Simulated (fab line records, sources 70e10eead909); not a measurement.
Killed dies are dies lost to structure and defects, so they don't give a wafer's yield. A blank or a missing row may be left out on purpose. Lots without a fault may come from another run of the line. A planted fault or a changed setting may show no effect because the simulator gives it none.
Which tool did it? | flow nand_harc | 6 lots, 17 wafers sampled, at 5 steps of a route of 1159

WHAT THE GAUGES READ, wafer by wafer
NHARC_END_SORT_01.
lot  | measured     | on        | killed_at_array
L267 | day 22 09:25 | prober-02 | 47 674

WHICH TOOL RAN EACH LOT (tool, then ch and the chambers of the sampled wafers, then the start)
lot  | NHARC_A_SLIT_ETCH_29               | NHARC_A_WL_FILL_RTA_01           | NHARC_A_WL_FILL_ALD_02              | NHARC_A_WL_FILL_ALD_10
L257 | rie_diel-07 ch 0,1, day 15 15:56   | rtp_anneal-01 ch 0, day 15 23:39 | ald_metal-04 ch 0,2,3, day 15 23:49 | ald_hk-02 ch 1,2,3, day 16 13:56
L260 | rie_diel-07 ch 2,3, day 16 10:38   | rtp_anneal-02 ch 0, day 16 19:34 | ald_metal-04 ch 1,2, day 16 19:52   | ald_hk-01 ch 1,2, day 17 05:49
L267 | rie_diel-06 ch 0,1, day 17 07:01   | rtp_anneal-02 ch 0, day 17 14:15 | ald_metal-03 ch 0,3, day 17 14:28   | ald_hk-04 ch 0,1, day 18 09:40
L270 | rie_diel-02 ch 0,1, day 18 03:48   | rtp_anneal-01 ch 0, day 18 12:24 | ald_metal-04 ch 2,3, day 18 12:40   | ald_hk-04 ch 0,2,3, day 18 23:01
L271 | rie_diel-07 ch 1,2,3, day 18 18:32 | rtp_anneal-01 ch 0, day 19 01:43 | ald_metal-01 ch 0,1,2, day 19 01:55 | ald_hk-01 ch 1,2,3, day 19 20:11
L275 | rie_diel-02 ch 0,1,2, day 19 00:33 | rtp_anneal-02 ch 0, day 19 09:08 | ald_metal-04 ch 1,2,3, day 19 09:25 | ald_hk-01 ch 0,1,2, day 20 08:17
- NHARC_A_SLIT_ETCH_29: etches the open film in CF4/O2, target depth 100 nm, overetch 10 nm, time 55 s.
- NHARC_A_WL_FILL_RTA_01: time 5 s.
- NHARC_A_WL_FILL_ALD_02: deposits TiN, target thk 2 nm, pulse time 3 s, ald cycles 100.
- NHARC_A_WL_FILL_ALD_10: deposits SiO2, target thk 50 nm, pulse time 10 s, ald cycles 500.

THE ANSWER, worked out from the rows above alone
Rule: what is usual is taken from the lots themselves. Put in order of their means at a reading, lots are off if they are a third of the lots or fewer, leave a main group of 4 or more, and stand apart from it by a gap of 3 or more times the standard deviation of the main group's means; of several such gaps the widest counts. A main group whose means are all the same, to the digits that the tables above print for the reading, isn't used. A lot without any number at a reading at which 4 lots or more have one is off too. The other lots that the step has rows for count as sound.
No lot is off at any reading shown: from this, nothing can be told.

WHAT THE SIMULATOR HAD PUT IN
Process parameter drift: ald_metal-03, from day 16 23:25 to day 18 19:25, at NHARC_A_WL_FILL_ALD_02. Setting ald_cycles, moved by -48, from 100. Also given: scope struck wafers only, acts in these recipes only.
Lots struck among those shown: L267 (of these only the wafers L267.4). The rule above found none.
